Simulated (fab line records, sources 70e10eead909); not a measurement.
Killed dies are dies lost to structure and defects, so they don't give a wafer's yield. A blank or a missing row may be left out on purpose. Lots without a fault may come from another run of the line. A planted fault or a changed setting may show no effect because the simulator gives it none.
Which tool did it? | flow nand_harc | 11 lots, 33 wafers sampled, at 2 steps of a route of 1159

WHAT THE GAUGES READ, wafer by wafer
NHARC_A_SLIT_OVL_MEAS_10.
lot  | measured     | on         | overlay_x_nm (nm)
L863 | day 14 23:10 | overlay-01 | 0.6 -0.3 -0.1
L866 | day 14 22:59 | overlay-01 | -0.1 0.2 0.4
L865 | day 15 04:46 | overlay-01 | 0.1 0.6 0.5
L867 | day 16 08:43 | overlay-02 | 0.3 0.1 0.2
L870 | day 16 08:53 | overlay-01 | -0.2 -0.1 -0.3
L869 | day 16 20:35 | overlay-02 | 0.5 0.6 0.7
L873 | day 17 14:20 | overlay-02 | 0.1 0.1 -0.8
L880 | day 18 16:53 | overlay-02 | -1.2 -1.1 -1.3
L883 | day 19 08:38 | overlay-01 | 0.1 -0.3 -0.1
L879 | day 19 08:29 | overlay-02 | -0.6 -0.4 -0.5
L884 | day 20 05:20 | overlay-01 | 0.1 0.3 0.2

WHICH TOOL RAN EACH LOT (tool, then ch and the chambers of the sampled wafers, then the start)
lot  | NHARC_A_SGD_CUT_ETCH_15
L863 | rie_diel-10 ch 0,1,2, day 14 23:10 or earlier
L866 | rie_diel-11 ch 0,1,3, day 14 22:59 or earlier
L865 | rie_diel-04 ch 1,2, day 15 04:46 or earlier
L867 | rie_diel-11 ch 0,2,3, day 16 08:43 or earlier
L870 | rie_diel-04 ch 1,2,3, day 16 08:53 or earlier
L869 | rie_diel-04 ch 0,1,2, day 16 20:35 or earlier
L873 | rie_diel-04 ch 0,2, day 17 14:20 or earlier
L880 | rie_diel-11 ch 0,1, day 18 16:53 or earlier
L883 | rie_diel-10 ch 0,1,3, day 19 08:38 or earlier
L879 | rie_diel-11 ch 0,2,3, day 19 08:29 or earlier
L884 | rie_diel-11 ch 0,2,3, day 20 05:20 or earlier
- NHARC_A_SGD_CUT_ETCH_15: etches the open film in CH3F/O2, target depth 75 nm, time 64.3 s.

THE ANSWER, worked out from the rows above alone
Rule: what is usual is taken from the lots themselves. Put in order of their means at a reading, lots are off if they are a third of the lots or fewer, leave a main group of 4 or more, and stand apart from it by a gap of 3 or more times the standard deviation of the main group's means; of several such gaps the widest counts. A main group whose means are all the same, to the digits that the tables above print for the reading, isn't used. A lot without any number at a reading at which 4 lots or more have one is off too. The other lots that the step has rows for count as sound.
No lot is off at any reading shown: from this, nothing can be told.

WHAT THE SIMULATOR HAD PUT IN
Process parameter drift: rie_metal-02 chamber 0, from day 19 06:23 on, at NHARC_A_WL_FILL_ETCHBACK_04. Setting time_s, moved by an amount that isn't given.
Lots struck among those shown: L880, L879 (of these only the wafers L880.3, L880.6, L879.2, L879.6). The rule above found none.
